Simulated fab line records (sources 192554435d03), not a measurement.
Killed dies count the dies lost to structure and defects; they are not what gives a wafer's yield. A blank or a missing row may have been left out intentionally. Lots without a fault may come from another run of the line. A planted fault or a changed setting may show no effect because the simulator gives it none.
fab line records	flow n5Finfet
[record] lots = 8	wafers = 23	lastDay = 17
route steps=1938 shown BEOL_M2@865 BEOL_M4@1111 PASSIVATION@1936
lots that met no fault: from a run of the same line without faults
startH: hours from the record's first day to the start of the lot's first wafer shown	waitH: hours elapsed since this lot's preceding step	" identical to the entry in the row above	L1.1+2: a row that stands for several wafers	- no value present, or no start provided	* or withheld: withheld	< > ~ a bound
route shown NAME@n: names a module that has steps shown in the file, with the first one's number in the route	usual: mean and standard deviation over wafers with no fault	same: alike in all rows	chamber/n: place in a boat	sites: the reading at each site	_std_site: standard deviation of those values	_edge_site: the outer-site mean with the inner-site mean subtracted	radiusMm: how far each site lies from the wafer's centre	mask NAME#n: copy n	behind: the tool/chamber that last shaped the wafer	hold: why the lot went on hold/how many hours it stayed there/how the hold came to an end	device: which transistor (n, p or np) failed to switch	end of line: the route-end tests of the same wafers	for a step that has no rows: nothing shown but its recipe	killed: count of dies lost to structure and defects at first sort (not the wafer's yield)	map: shows each die of a wafer: x if killed, . if not, _ if none is there
set.NAME: the setting as run; set.NAME@STEP: as run at that earlier step	model.NAME: the simulator's own value behind a step, which no gauge read
route steps across a sampled set of lots; one table per step, one row per wafer
services: from which hour (startH, from the record's first day; less than 0 if before it) a tool's chamber was out of use, for how many hours, and why
[[steps]]
[step N5_BEOL_M2_STRIP_19]
[recipe] chemistry = O2	powerW = 400	tempC = 40	pressureMtorr = 30	rfFrequencyHz = 6e+07	biasPowerW = 0	overashFraction = 0.2	o2FlowSccm = 225
[usual] drypumpMotorCurrentA = 5.8/0.5	oesProductAu = 0.83/0.051	rfVppV = 3.7/0.49	showerheadPlenumPTorr = 2.11/0.065	throttleValvePct = 16.70/0.24
lot.wafer	tool	chamber	startH	waitH	drypumpMotorCurrentA	oesProductAu	rfHoursCounterH	rfVppV	showerheadPlenumPTorr	throttleValvePct
L622.3	rieDiel-03	3	162.28	0.1	5.3	0.87	64	4.1	2.22	16.69
L622.5	"	0	"	"	5.5	0.93	-	3.9	2.14	16.50
L623.1	rieDiel-01	0	167.47	0.1	5.2	0.84	76	3.4	2.12	16.39
L623.4	"	1	"	"	6.0	0.87	66	3.8	2.05	17.04
L623.6	"	0	"	"	5.2	0.84	-	4.5	2.12	16.36
L627.3	rieDiel-06	3	193.68	0.1	6.8	0.88	47	3.9	2.21	16.56
L627.5	"	1	"	"	5.7	0.87	-	4.6	2.15	16.70
L627.6	"	2	"	"	5.1	0.72	-	3.9	2.01	16.88
L628.3	rieDiel-01	2	193.85	0.1	6.3	0.86	43	3.8	2.11	16.63
L628.4	"	3	"	"	5.5	0.80	99	2.7	2.10	16.80
L628.5	"	3	"	"	5.5	0.81	-	4.8	2.10	16.80
L630.2	rieDiel-01	1	213.05	0.1	6.0	0.85	84	3.4	2.04	17.08
L630.3	"	0	"	"	5.2	0.81	94	3.3	2.12	16.40
L630.5	"	0	"	"	5.2	0.82	-	3.3	2.12	16.41
L631.2	rieDiel-03	3	213.60	0.1	5.3	0.85	75	3.1	2.22	16.73
L631.3	"	0	"	"	5.6	0.91	24	3.1	2.14	16.52
L631.4	"	1	"	"	6.6	0.77	125	3.3	2.10	17.04
L632.3	rieDiel-01	2	215.78	0.1	6.3	0.85	51	3.6	2.11	16.64
L632.4	"	3	"	"	5.5	0.80	107	3.8	2.10	16.82
L632.6	"	0	"	"	5.2	0.82	-	3.0	2.12	16.41
L638.2	rieDiel-06	3	249.26	0.1	6.7	0.85	66	4.3	2.20	16.59
L638.4	"	2	"	"	5.1	0.70	188	4.0	2.00	16.92
L638.5	"	0	"	"	6.4	0.82	-	3.7	2.20	16.20
[step N5_BEOL_M2_ETCH_77]
[recipe] chemistry = N2/H2	target = underlayer	targetDepthA = 65	maskMaterial = CAR-EUV	timeS = 5.2	ionEnergyEv = 200	pressureMtorr = 30	sourceW = 840	biasW = 150	n2FlowSccm = 200	h2FlowSccm = 200	ends = cleared
[usual] biasW = 150.0/0.46	chamberPressureMTorr = 30.00/0.043	drypumpMotorCurrentA = 5.8/0.52	etchRfOnTimeS = 5.18/0.12	oesProductAu = 0.71/0.047	rfVppV = 524.7/2.8	showerheadPlenumPTorr = 2.57/0.09	throttleValvePct = 17.91/0.29
lot.wafer	tool	chamber	startH	waitH	biasW	chamberPressureMTorr	drypumpMotorCurrentA	etchRfOnTimeS	oesProductAu	rfHoursCounterH	rfVppV	showerheadPlenumPTorr	throttleValvePct
L622.3	rieDiel-03	2	163.66	0.0	149.7	30.01	5.8	5.21	0.65	158	521.0	2.44	17.79
L622.5	"	3	"	"	149.9	30.04	5.3	5.05	0.73	-	527.5	2.70	18.12
L623.1	rieDiel-01	1	168.35	0.0	150.4	29.97	6.0	5.13	0.75	66	521.9	2.46	18.13
L623.4	"	2	"	"	149.8	29.99	6.3	5.36	0.74	32	524.9	2.60	18.02
L623.6	"	0	"	"	149.8	30.02	5.3	5.24	0.72	-	525.7	2.56	17.43
L627.3	rieDiel-06	1	194.75	0.0	149.5	30.03	5.7	5.02	0.75	62	523.6	2.58	17.84
L627.5	"	1	"	"	150.1	29.97	5.7	5.01	0.75	-	526.9	2.57	17.80
L627.6	"	0	"	"	149.4	29.96	6.4	5.15	0.72	-	528.9	2.68	17.34
L628.3	rieDiel-06	0	194.86	0.0	149.4	30.03	6.4	5.20	0.72	55	529.3	2.68	17.37
L628.4	"	3	"	"	149.8	29.98	6.8	5.07	0.76	48	527.0	2.69	17.83
L628.5	"	0	"	"	150.5	29.99	6.4	5.18	0.72	-	527.7	2.68	17.36
L630.2	rieDiel-06	0	213.72	0.0	151.0	29.98	6.4	5.20	0.71	61	528.1	2.68	17.38
L630.3	"	3	"	"	149.8	30.09	6.8	5.06	0.75	54	528.1	2.69	17.85
L630.5	"	1	"	"	149.6	29.98	5.7	5.05	0.74	-	522.5	2.57	17.82
L631.2	rieDiel-03	1	214.31	0.0	149.5	30.02	6.6	5.17	0.66	125	522.3	2.56	18.39
L631.3	"	2	"	"	149.8	30.02	5.8	5.12	0.65	169	520.4	2.43	17.84
L631.4	"	3	"	"	150.7	30.00	5.3	4.97	0.73	75	525.6	2.70	18.12
L632.3	rieDiel-03	1	216.33	0.0	150.3	29.99	6.6	5.25	0.66	126	523.1	2.56	18.38
L632.4	"	0	"	"	150.3	29.97	5.6	5.48	0.74	26	527.7	2.59	17.80
L632.6	"	3	"	"	149.2	30.01	5.3	4.98	0.71	-	527.3	2.70	18.15
L638.2	rieDiel-01	0	250.43	0.0	149.8	30.03	5.3	5.21	0.67	109	523.7	2.55	17.51
L638.4	"	1	"	"	150.2	30.03	6.0	5.20	0.71	99	520.4	2.44	18.18
L638.5	"	3	"	"	149.5	30.08	5.6	5.34	0.65	-	525.9	2.55	18.25
[step N5_BEOL_M2_ETCH_70]
[recipe] chemistry = N2/H2	target = SOC	targetDepthA = 800	overetchA = 240	maskMaterial = SiARC	tempC = 40	timeS = 130	ionEnergyEv = 200	pressureMtorr = 30	sourceW = 840	biasW = 150	n2FlowSccm = 200	h2FlowSccm = 200
[usual] biasW = 150.1/0.47	chamberPressureMTorr = 30.00/0.039	drypumpMotorCurrentA = 5.8/0.48	oesProductAu = 0.61/0.036	rfVppV = 524.4/2.3	showerheadPlenumPTorr = 2.56/0.085	throttleValvePct = 17.91/0.28
lot.wafer	tool	chamber	startH	waitH	biasW	chamberPressureMTorr	drypumpMotorCurrentA	oesProductAu	rfHoursCounterH	rfVppV	showerheadPlenumPTorr	throttleValvePct
L622.3	rieDiel-01	3	167.99	0.0	150.0	30.01	5.5	0.60	88	524.4	2.56	18.13
L622.5	"	1	"	"	150.1	30.02	6.0	0.65	-	521.4	2.46	18.07
L623.1	rieDiel-01	1	179.20	0.0	150.7	29.98	6.0	0.63	71	521.8	2.46	18.10
L623.4	"	0	"	"	150.7	30.00	5.3	0.62	82	525.7	2.56	17.42
L623.6	"	3	"	"	148.9	30.00	5.6	0.60	-	524.0	2.56	18.17
L627.3	rieDiel-01	2	197.37	0.0	149.8	30.07	6.3	0.63	45	523.8	2.59	18.00
L627.5	"	0	"	"	148.5	30.02	5.2	0.60	-	523.0	2.56	17.44
L627.6	"	3	"	"	149.6	30.01	5.5	0.59	-	524.5	2.56	18.17
L628.3	rieDiel-03	2	202.40	0.0	149.6	29.97	5.7	0.56	166	520.8	2.44	17.77
L628.4	"	3	"	"	150.3	29.97	5.3	0.62	71	527.2	2.70	18.09
L628.5	"	0	"	"	150.1	30.03	5.5	0.67	-	525.6	2.59	17.75
L630.2	rieDiel-01	2	214.46	0.0	150.0	29.99	6.3	0.62	51	525.2	2.59	18.02
L630.3	"	0	"	"	150.3	30.03	5.2	0.61	95	524.9	2.56	17.47
L630.5	"	1	"	"	150.4	30.00	6.0	0.62	-	520.3	2.45	18.12
L632.3	rieDiel-01	0	220.61	0.0	150.1	29.97	5.2	0.60	97	523.2	2.56	17.46
L632.4	"	3	"	"	150.3	29.98	5.5	0.58	109	524.5	2.56	18.19
L632.6	"	1	"	"	149.7	29.98	6.0	0.62	-	522.0	2.45	18.12
L631.2	rieDiel-01	3	225.99	0.0	149.9	29.96	5.5	0.58	112	523.8	2.55	18.20
L631.3	"	1	"	"	150.9	29.99	6.0	0.62	90	521.7	2.45	18.13
L631.4	"	2	"	"	150.5	30.00	6.3	0.61	55	525.0	2.59	18.03
L638.2	rieDiel-01	2	258.52	0.0	150.4	30.03	6.3	0.61	64	525.0	2.59	18.02
L638.4	"	0	"	"	150.4	30.02	5.2	0.59	112	524.0	2.55	17.48
L638.5	"	0	"	"	149.9	29.99	5.2	0.58	-	524.4	2.55	17.48
[step N5_BEOL_M2_TRENCH_ETCH_37]
[recipe] chemistry = C4F6/O2	targetDepthA = 555.55	target = SiOC	timeS = 29.2	ionEnergyEv = 250	pressureMtorr = 30	sourceW = 355	biasW = 185	Ar_flow_sccm = 300	C4F6_flow_sccm = 10	O2_flow_sccm = 10
[usual] C4F6_flow_sccm = 9.998/0.03	O2_flow_sccm = 10.00/0.03	drypumpMotorCurrentA = 5.8/0.48	oesProductAu = 0.83/0.049	rfVppV = 671/13	showerheadPlenumPTorr = 2.88/0.086	throttleValvePct = 21.00/0.22
lot.wafer	tool	chamber	startH	waitH	C4F6_flow_sccm	O2_flow_sccm	drypumpMotorCurrentA	oesProductAu	rfHoursCounterH	rfVppV	showerheadPlenumPTorr	throttleValvePct
L622.3	rieDiel-01	3	168.19	-	-	-	-	-	-	-	-	-
L622.5	"	1	"	"	-	-	-	-	-	-	-	-
L623.1	rieDiel-01	1	179.40	-	-	-	-	-	-	-	-	-
L623.4	"	0	"	"	-	-	-	-	-	-	-	-
L623.6	"	3	"	"	-	-	-	-	-	-	-	-
L627.3	rieDiel-01	2	197.58	-	9.971	10.00	6.3	0.85	45	690	2.89	21.02
L627.5	"	0	"	"	10.010	10.03	5.3	0.82	-	677	2.89	20.68
L627.6	"	3	"	"	9.959	9.93	5.5	0.79	-	675	2.87	21.14
L628.3	rieDiel-03	2	202.61	-	9.994	10.01	5.8	0.77	166	682	2.76	21.02
L628.4	"	3	"	"	10.025	9.99	5.3	0.85	71	682	3.02	21.07
L628.5	"	0	"	"	10.012	10.00	5.6	0.90	-	676	2.91	20.83
L630.2	rieDiel-01	2	214.67	-	9.998	10.03	6.3	0.84	51	690	2.89	21.03
L630.3	"	0	"	"	10.028	10.01	5.2	0.82	95	673	2.89	20.68
L630.5	"	1	"	"	10.011	10.04	6.0	0.85	-	650	2.78	21.35
L632.3	rieDiel-01	0	220.81	-	9.953	9.97	5.2	0.81	98	673	2.89	20.69
L632.4	"	3	"	"	9.995	10.03	5.5	0.78	109	674	2.86	21.15
L632.6	"	1	"	"	10.034	10.00	6.0	0.85	-	650	2.78	21.36
L631.2	rieDiel-01	3	226.19	-	10.030	10.01	5.5	0.78	112	675	2.86	21.15
L631.3	"	1	"	"	9.978	9.99	6.0	0.84	90	652	2.77	21.35
L631.4	"	2	"	"	10.013	9.96	6.3	0.83	55	692	2.89	21.04
L638.2	rieDiel-01	2	258.72	-	9.989	9.99	6.3	0.83	64	688	2.89	21.04
L638.4	"	0	"	"	9.963	9.98	5.2	0.80	112	673	2.88	20.71
L638.5	"	0	"	"	10.013	9.99	5.2	0.79	-	675	2.88	20.71
[step N5_BEOL_M2_OCD_MEAS_38]
[usual] trenchDepthNm = 55.5/0.91
lot.wafer	tool	chamber	startH	waitH	trenchDepthNm
L622.3	ocd-01	-	168.35	-	0
L622.5	"	-	"	"	0.2
L623.1	ocd-02	-	179.56	-	0
L623.4	"	-	"	"	0.5
L623.6	"	-	"	"	0
L627.3	ocd-02	-	197.73	-	55.8
L627.5	"	-	"	"	55.8
L627.6	"	-	"	"	55.4
L628.3	ocd-02	-	202.77	-	56.2
L628.4	"	-	"	"	56.7
L628.5	"	-	"	"	54.3
L630.2	ocd-02	-	214.83	-	54.8
L630.3	"	-	"	"	55.9
L630.5	"	-	"	"	56.0
L632.3	ocd-01	-	220.97	-	56.3
L632.4	"	-	"	"	54.8
L632.6	"	-	"	"	55.6
L631.2	ocd-01	-	226.35	-	54.6
L631.3	"	-	"	"	55.7
L631.4	"	-	"	"	54.6
L638.2	ocd-02	-	258.88	-	55.8
L638.4	"	-	"	"	56.2
L638.5	"	-	"	"	54.9
[step N5_BEOL_M4_RC_MEAS_101]
[usual] DIBL_N = 37.2/1.8	DIBL_P = 37.5/2.5	IOFF_N = 0.17/0.038	IOFF_P = 0.24/0.046	ION_N = 681/13	ION_P = 469/8.5	SS_N = 71.7/0.6	SS_P = 73.6/0.69	VT_N = 249/3.4	VT_P = -248/3.6
lot.wafer	tool	chamber	startH	waitH	DIBL_N[mV/V]	DIBL_P[mV/V]	IOFF_N[nA/um]	IOFF_P[nA/um]	ION_N[uA/um]	ION_P[uA/um]	SS_N[mV/dec]	SS_P[mV/dec]	VT_N[mV]	VT_P[mV]
L627.3	prober-01	0	231.78	0.3	36.1	39.2	0.18	0.24	684	465	72.3	74.3	249	-248
L627.5	"	0	"	"	38.9	41.4	0.24	0.29	694	478	72.1	75.1	244	-245
L627.6	"	0	"	"	36.3	38.1	0.17	0.22	670	459	72.2	73.6	253	-251
L628.3	prober-02	0	234.94	0.3	38.3	38.1	0.19	0.25	679	466	72.0	74.4	249	-248
L628.4	"	0	"	"	38.7	39.1	0.21	0.25	701	474	71.2	74.9	244	-248
L628.5	"	0	"	"	36.6	35.9	0.15	0.21	673	462	71.4	73.6	250	-250
L630.2	prober-02	0	238.47	0.5	39.4	40.3	0.22	0.27	695	469	72.3	74.3	248	-247
L630.3	"	0	"	"	38.4	38.3	0.18	0.24	674	462	72.2	73.6	249	-249
L630.5	"	0	"	"	37.4	37.8	0.16	0.22	673	463	71.8	73.6	251	-248
L632.3	prober-01	0	254.62	0.3	37.1	37.0	0.17	0.25	683	470	72.0	74.0	250	-248
L632.4	"	0	"	"	37.5	36.9	0.17	0.23	666	462	72.2	73.9	249	-252
L632.6	"	0	"	"	36.6	36.5	0.15	0.23	664	459	72.2	74.0	253	-248
L631.2	prober-02	0	257.47	0.2	38.1	40.0	0.18	0.27	676	478	72.0	74.1	250	-246
L631.3	"	0	"	"	38.5	39.9	0.20	0.26	701	482	71.7	73.7	247	-248
L631.4	"	0	"	"	37.0	38.8	0.17	0.24	681	472	71.8	74.0	249	-247
L638.2	prober-01	0	291.34	0.2	36.4	38.0	0.17	0.22	691	475	71.8	73.3	250	-250
L638.4	"	0	"	"	36.6	38.8	0.17	0.24	678	468	71.1	73.9	249	-247
L638.5	"	0	"	"	33.9	35.6	0.13	0.19	674	468	70.4	72.5	254	-249
[step N5_PASSIVATION_PROBE_49]
[usual] defectLimitedYield = 91.2/1.4	killed_at_M0_to_M3 = 32/10	killed_at_M4_up = 14/6.2	killedAtContacts = 12/6.3	killedAtFrontEnd = 42/13	killedAtOther = 4/3.4	killedDies = 104/17	killedOnRim = 14/3.8	killedOpen = 67/12	killedShort = 34/8.1	sort_bin_5_function = 5.2/0.93	sort_bin_6_memory = 3.2/0.65	sort_bin_8_speed = 0.00/0.017	sortNPass = 1075/16	sortYieldPct = 91.1/1.4
[same] grossDies = 1180	killedAtBackSide = 0	sort_bin_4_leakage[%] = 0
lot.wafer	tool	chamber	startH	waitH	defectLimitedYield[%]	killed_at_M0_to_M3	killed_at_M4_up	killedAtContacts	killedAtFrontEnd	killedAtOther	killedDies	killedOnRim	killedOpen	killedShort	sort_bin_5_function[%]	sort_bin_6_memory[%]	sort_bin_8_speed[%]	sortNPass	sortYieldPct[%]
L622.3	prober-02	-	292.87	0.1	0	1119	17	18	22	4	1180	152	74	45	96.0	3.6	0	0	0
L622.5	prober-02	-	292.97	0.2	0	1114	15	19	31	1	1180	152	71	38	94.9	4.7	0	0	0
L627.3	prober-01	-	336.63	0.1	91.9	34	15	8	38	1	96	12	59	36	4.7	3.2	0	1084	91.9
L627.5	prober-01	-	336.73	0.2	90.5	35	32	10	33	2	112	17	72	37	5.7	3.5	0	1068	90.5
L627.6	prober-01	-	336.78	0.3	91.7	29	27	18	23	1	98	12	66	28	4.4	3.4	0.08	1082	91.7
L628.3	prober-01	-	337.82	0.1	91.1	29	22	25	25	4	105	11	80	21	5.9	2.9	0	1075	91.1
L628.4	prober-01	-	337.87	0.2	90.8	23	17	16	51	1	108	17	74	31	5.3	3.6	0	1072	90.8
L628.5	prober-01	-	337.92	0.2	91.4	27	23	14	33	5	102	14	71	28	4.9	3.5	0	1078	91.4
L630.2	prober-01	-	349.50	0.1	90.3	29	11	10	58	6	114	12	70	42	6.0	3.1	0	1066	90.3
L630.3	prober-01	-	349.55	0.1	87.7	31	17	12	75	10	145	14	88	44	6.7	4.6	0	1035	87.7
L630.5	prober-01	-	349.65	0.2	88.6	43	14	17	57	3	134	16	80	49	6.1	4.8	0	1046	88.6
L632.3	prober-01	-	350.44	0.1	87.8	70	20	21	33	0	144	17	103	41	7.2	4.5	0	1036	87.8
L632.4	prober-01	-	350.49	0.2	90.3	39	21	12	41	2	115	16	77	36	5.3	4.0	0	1065	90.3
L632.6	prober-01	-	350.59	0.3	90.8	44	19	8	37	1	109	16	71	37	5.4	3.2	0	1071	90.8
L631.2	prober-02	-	354.94	0.1	89.5	19	6	26	72	1	124	14	87	37	6.7	3.4	0	1056	89.5
L631.3	prober-02	-	354.99	0.1	86.8	35	16	5	96	4	156	25	86	65	8.2	4.4	0	1024	86.8
L631.4	prober-02	-	355.04	0.2	91.5	26	11	16	46	1	100	11	61	38	4.6	3.5	0	1080	91.5
L638.2	prober-01	-	400.40	0.1	92.4	26	8	12	38	6	90	14	55	32	4.0	3.4	0	1090	92.4
L638.4	prober-01	-	400.50	0.2	92.2	21	9	8	53	1	92	13	44	36	4.2	2.9	0	1088	92.2
L638.5	prober-01	-	400.55	0.2	92.6	20	8	6	52	1	87	15	45	37	4.6	1.8	0	1093	92.6
// killed by level:class
L622.3 BEOL_M2:areaEtch=1060 BEOL_M0_SAQP:geometricParticle:short=20 BEOL_M0_SAQP:geometricParticle:open=16 MOL_CONTACT_COAG:geometricParticle:open=15 FIN_SAQP:geometricParticle:short=10 BEOL_M1:geometricParticle:open=7 BEOL_M3:geometricParticle:open=7 BEOL_M2:geometricParticle:open=5
L622.5 BEOL_M2:areaEtch=1068 BEOL_M0_SAQP:geometricParticle:open=18 MOL_CONTACT_COAG:geometricParticle:open=13 FIN_SAQP:geometricParticle:short=12 BEOL_M0_SAQP:geometricParticle:short=9 BEOL_M3:geometricParticle:open=8 BEOL_M4:geometricParticle:open=7 MOL_CONTACT_COAG:geometricParticle:short=6
L627.3 BEOL_M0_SAQP:geometricParticle:short=10 STI_FIN_REVEAL:geometricParticle:open=8 BEOL_M0_SAQP:geometricParticle:open=8 MOL_CONTACT_COAG:geometricParticle:open=6 FIN_SAQP:geometricParticle:short=5 GATE_CUT:geometricParticle:open=5 BEOL_M2:geometricParticle:open=5 BEOL_M3:geometricParticle:open=5
L627.5 BEOL_M4:geometricParticle:open=17 BEOL_M0_SAQP:geometricParticle:short=9 BEOL_M2:geometricParticle:open=7 MOL_CONTACT_COAG:geometricParticle:open=6 FIN_SAQP:geometricParticle:open=5 STARTING-WAFER:geometricParticle:short=5 GATE_CUT:geometricParticle:short=5 BEOL_M3:geometricParticle:open=5
L627.6 MOL_CONTACT_COAG:geometricParticle:open=14 BEOL_M3:geometricParticle:open=14 BEOL_M4:geometricParticle:open=10 ILD0:geometricParticle:open=8 BEOL_M4:geometricParticle:short=6 MOL_CONTACT_COAG:geometricParticle:short=4 BEOL_M0_SAQP:geometricParticle:open=4 BEOL_M5:geometricParticle:open=4
L628.3 MOL_CONTACT_COAG:geometricParticle:open=23 BEOL_M4:geometricParticle:open=9 DUMMY_GATE:geometricParticle:open=7 BEOL_M1:geometricParticle:open=7 BEOL_M0_SAQP:geometricParticle:short=5 BEOL_M3:geometricParticle:open=5 SDB:geometricParticle:open=4 BEOL_M0_SAQP:geometricParticle:open=4
L628.4 MOL_CONTACT_COAG:geometricParticle:open=15 STI_FIN_REVEAL:geometricParticle:open=13 GATE_CUT:geometricParticle:short=9 BEOL_M1:geometricParticle:open=6 BEOL_M0_SAQP:geometricParticle:open=6 FIN_SAQP:geometricParticle:short=5 FIN_SAQP:geometricParticle:open=4 BEOL_M5:geometricParticle:open=4
L628.5 MOL_CONTACT_COAG:geometricParticle:open=10 BEOL_M4:geometricParticle:open=9 GATE_CUT:geometricParticle:short=7 BEOL_M3:geometricParticle:open=7 DUMMY_GATE:geometricParticle:open=6 STI_FIN_REVEAL:geometricParticle:open=5 BEOL_M0_SAQP:geometricParticle:open=5 BEOL_M0_SAQP:geometricParticle:short=5
L630.2 FIN_SAQP:geometricParticle:open=23 FIN_SAQP:geometricParticle:short=11 MOL_CONTACT_COAG:geometricParticle:open=7 BEOL_M0_SAQP:geometricParticle:short=7 BEOL_M0_SAQP:geometricParticle:open=6 STI_FIN_REVEAL:geometricParticle:open=6 BEOL_M1:geometricParticle:open=5 ILD0:geometricParticle:open=4
L630.3 STI_FIN_REVEAL:geometricParticle:open=17 FIN_SAQP:geometricParticle:short=16 MOL_CONTACT_COAG:geometricParticle:open=11 FIN_SAQP:geometricParticle:open=9 BEOL_M3:geometricParticle:open=9 HKMG_FIN:areaEtch=8 GATE_CUT:geometricParticle:short=6 BEOL_M0:geometricParticle:open=6
L630.5 STI_FIN_REVEAL:geometricParticle:open=11 FIN_SAQP:geometricParticle:open=10 MOL_CONTACT_COAG:geometricParticle:open=10 BEOL_M0_SAQP:geometricParticle:short=9 BEOL_M0_SAQP:geometricParticle:open=9 BEOL_M1:geometricParticle:open=9 BEOL_M4:geometricParticle:open=9 STI_FIN_REVEAL:geometricParticle:short=7
L632.3 BEOL_M1:geometricParticle:open=32 MOL_CONTACT_COAG:geometricParticle:short=11 MOL_CONTACT_COAG:geometricParticle:open=10 BEOL_M0_SAQP:geometricParticle:open=9 BEOL_M2:geometricParticle:open=8 FIN_SAQP:geometricParticle:open=7 BEOL_M4:geometricParticle:open=7 BEOL_M0_SAQP:geometricParticle:short=7
L632.4 BEOL_M1:geometricParticle:open=12 FIN_SAQP:geometricParticle:short=10 DUMMY_GATE:geometricParticle:open=7 MOL_CONTACT_COAG:geometricParticle:open=7 BEOL_M2:geometricParticle:open=7 BEOL_M0_SAQP:geometricParticle:open=6 FIN_SAQP:geometricParticle:open=5 MOL_CONTACT_COAG:geometricParticle:short=5
L632.6 BEOL_M1:geometricParticle:open=17 FIN_SAQP:geometricParticle:short=13 FIN_SAQP:geometricParticle:open=10 BEOL_M3:geometricParticle:open=8 BEOL_M4:geometricParticle:open=7 GATE_CUT:geometricParticle:short=6 MOL_CONTACT_COAG:geometricParticle:open=6 BEOL_M5:geometricParticle:open=5
L631.2 STI_FIN_REVEAL:geometricParticle:open=24 MOL_CONTACT_COAG:geometricParticle:open=23 FIN_SAQP:geometricParticle:short=15 FIN_SAQP:geometricParticle:open=13 BEOL_M2:geometricParticle:open=6 ILD0:geometricParticle:open=5 GATE_CUT:geometricParticle:open=5 BEOL_M2:geometricParticle:short=4
L631.3 FIN_SAQP:geometricParticle:short=30 FIN_SAQP:geometricParticle:open=23 STI_FIN_REVEAL:geometricParticle:open=21 BEOL_M2:geometricParticle:open=8 BEOL_M0_SAQP:geometricParticle:open=7 BEOL_M2:geometricParticle:short=5 GATE_CUT:geometricParticle:short=4 STI_FIN_REVEAL:geometricParticle:short=4
L631.4 FIN_SAQP:geometricParticle:short=12 STI_FIN_REVEAL:geometricParticle:open=11 FIN_SAQP:geometricParticle:open=10 MOL_CONTACT_COAG:geometricParticle:open=10 BEOL_M2:geometricParticle:open=7 MOL_CONTACT_COAG:geometricParticle:short=6 BEOL_M0_SAQP:geometricParticle:short=6 BEOL_M4:geometricParticle:open=6
L638.2 BEOL_M3:geometricParticle:open=11 FIN_SAQP:geometricParticle:short=9 FIN_SAQP:geometricParticle:open=8 MOL_CONTACT_COAG:geometricParticle:open=7 DUMMY_GATE:geometricParticle:open=5 BEOL_M1:geometricParticle:open=5 BEOL_M4:geometricParticle:open=5 GATE_CUT:geometricParticle:short=4
L638.4 FIN_SAQP:geometricParticle:open=10 FIN_SAQP:geometricParticle:short=8 GATE_CUT:geometricParticle:short=7 ILD0:geometricParticle:short=6 BEOL_M3:geometricParticle:open=6 HKMG_FIN:areaEtch=6 STI_FIN_REVEAL:geometricParticle:open=5 MOL_CONTACT_COAG:geometricParticle:open=5
L638.5 FIN_SAQP:geometricParticle:short=13 FIN_SAQP:geometricParticle:open=10 DUMMY_GATE:geometricParticle:open=7 MOL_CONTACT_COAG:geometricParticle:open=5 FIN_CUT:geometricParticle:short=4 BEOL_M3:geometricParticle:open=4 BEOL_M0_SAQP:geometricParticle:short=4 BEOL_M2:geometricParticle:open=4
[[services]]
tool	chamber	startH	hours	kind
rieDiel-06	-	142.82	4.3	pm
rieDiel-03	1	153.56	4.8	repair
rieDiel-03	-	167.43	14.6	pm
rieDiel-06	-	182.72	0.3	repair
rieDiel-03	-	189.91	1.7	repair
[[key]]
[firstSign] step = N5_BEOL_M2_TRENCH_ETCH_37	reading = toolRecord	direction = missing
[effect] step = N5_BEOL_M2_OCD_MEAS_38	reading = trenchDepthNm	direction = down	sigmas = 61	usual = 55.5	struck = 0.1
[effect] step = N5_PASSIVATION_PROBE_49	reading = killed_at_M0_to_M3	direction = up	sigmas = 99+	usual = 32	struck = 1116
[moreKillsBornAt] N5_BEOL_M2_TRENCH_ETCH_37@rieDiel-01 = 2128
metAt N5_BEOL_M2_TRENCH_ETCH_37
struckLots L622,L623
rowsEnd L623.1,L623.4,L623.6
laterRowsLeftOut L622.3,L622.5
notActingAt N5_BEOL_M2_STRIP_19,N5_BEOL_M2_ETCH_77,N5_BEOL_M2_ETCH_70
[fault] kind = skippedStepWhole	tool = rieDiel-01	chamber = -	onsetH = 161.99	steps = N5_BEOL_M2_TRENCH_ETCH_37	scope = struckLotsOnly
// laterRowsLeftOut: the simulator's readings of these wafers behind a module that went badly wrong aren't trusted and aren't shown, but for the sort
// rowsEnd: these wafers met a further fault down the route, and their rows from its step on are left out
